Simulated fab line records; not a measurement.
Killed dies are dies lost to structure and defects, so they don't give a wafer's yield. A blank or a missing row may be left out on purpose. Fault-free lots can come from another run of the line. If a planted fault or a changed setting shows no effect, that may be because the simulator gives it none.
Problem report in the 8D (eight disciplines) form, filled by code -- flow n5_finfet -- the parts of the form that need people (team, actions taken, sign-off) are left out

== 1. THE ISSUE ==
Wafers with no fault read 35 with a standard deviation of 9.3, whereas killed_at_M0_to_M3 at N5_PASSIVATION_PROBE_49 reads a mean of 164 on 1 wafer of 1 lot. Measured from the usual mean, that is +14 standard deviations.
First seen on wafer L975.5, day 15 06:07, on prober-02. Wafers with a number at this step in the record: 24, from 8 lots. Rule for "out", or "out of limits": more than 4 standard deviations from the usual mean. Any other wafer with a number is counted as sound.

== 2. WHAT IT IS, WHAT IT ISN'T ==
question,is,is not
which readings at this step,"killed_at_M0_to_M3, defect_limited_yield, killed_dies, sort_bin_5_function, sort_n_pass, sort_yield_pct","killed_at_M4_up, killed_at_contacts, killed_at_front_end, killed_at_other, killed_open, killed_short, sort_bin_6_memory, sort_bin_8_speed"
which lots,L975,"L969, L982, L983, L985, L987, L989, L990"
which wafers of those lots,L975.5,"L975.2, L975.3"
read on which tools,prober-02,prober-01
when,from day 15 06:07,"up to then (5 sound wafers); but 18 sound wafers of L982, L983, L985, L987, L989, L990 came after"

== 3. WHAT RULES OUT EACH SUSPECT ==
Counting: if a tool at a process step up to the reading ran every lot that is out, it stays a suspect. Sound lots after the first of them don't rule it out here, since some wafers of a struck lot are sound.
- pvd_sputter-03 at N5_BEOL_M2_SPUTTER_81 (material Cu, target thk 4.5 nm, time 8.29 s): kept. It ran the lot that is out, L975 (day 9 10:54); its last sound lot up to then is L969 (day 7 11:26).
- pecvd-04 at N5_PASSIVATION_PECVD_55 (deposits SiO2 from SiH4/N2O, target thk 400 nm, time 22.5 s): kept. It ran the lot that is out, L975 (day 14 19:56).
- rie_diel-03 at N5_PASSIVATION_ETCH_54 (etches SiO2 in CHF3/O2, target depth 880 nm, time 440 s): kept. It ran the lot that is out, L975 (day 15 03:08).
- prober-02 at N5_PASSIVATION_PROBE_49: kept. It ran the lot that is out, L975 (day 15 05:58); its last sound lot up to then is L969 (day 13 09:25). Its own readings are out on those wafers: defect_limited_yield, killed_at_M0_to_M3, killed_dies, sort_bin_5_function, sort_n_pass, sort_yield_pct.
Left after counting: pvd_sputter-03 at N5_BEOL_M2_SPUTTER_81, pecvd-04 at N5_PASSIVATION_PECVD_55, rie_diel-03 at N5_PASSIVATION_ETCH_54, prober-02 at N5_PASSIVATION_PROBE_49.

== 4. THE CAUSE (what the simulator had put in) ==
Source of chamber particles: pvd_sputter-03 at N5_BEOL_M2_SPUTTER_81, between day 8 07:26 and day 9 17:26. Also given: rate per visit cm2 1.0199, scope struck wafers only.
Counting left 4 suspects, and this tool is among them.

== 5. THE CHAIN OF EFFECTS, in route order ==
One row per reading whose mean, taken over the struck wafers that have a number, lies over 3 standard deviations from the usual. Readings are gone through only where the record gives a usual standard deviation; hours: the median, over the lots, of the time from a lot's start at the first step in this table giving one to that lot's start at this step; sigmas: the change measured in usual standard deviations.
hours,step,reading,usual,on struck wafers,change,sigmas
0,N5_PASSIVATION_PROBE_49,defect_limited_yield,91.3 %,81.9,-9.4,-7.2
0,N5_PASSIVATION_PROBE_49,killed_at_M0_to_M3,35,164,+129,+14
0,N5_PASSIVATION_PROBE_49,killed_dies,103,213,+110,+7.3
0,N5_PASSIVATION_PROBE_49,killed_on_rim,14,28,+14,+3.5
0,N5_PASSIVATION_PROBE_49,sort_bin_5_function,5.1 %,10.8,+5.7,+6.5
0,N5_PASSIVATION_PROBE_49,sort_n_pass,1077,967,-110,-7.3
0,N5_PASSIVATION_PROBE_49,sort_yield_pct,91.3 %,81.9,-9.4,-7.2
Process steps it contains:
- N5_PASSIVATION_PROBE_49

== 6. HOW IT WOULD HAVE BEEN CAUGHT EARLIER ==
The fault began at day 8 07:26; the first out-of-limits reading in this record came at day 15 06:07, 167 hours later.
Of the tool readings at N5_BEOL_M2_SPUTTER_81 for which the record gives a usual standard deviation, none was out on any struck wafer, so an alarm limit of 4 standard deviations on them would not have fired.
By day 15 06:07 the whole set of lots that are out, 1 in number, had already begun N5_BEOL_M2_SPUTTER_81 on pvd_sputter-03. A hold on the tool at that time would have spared none of them.
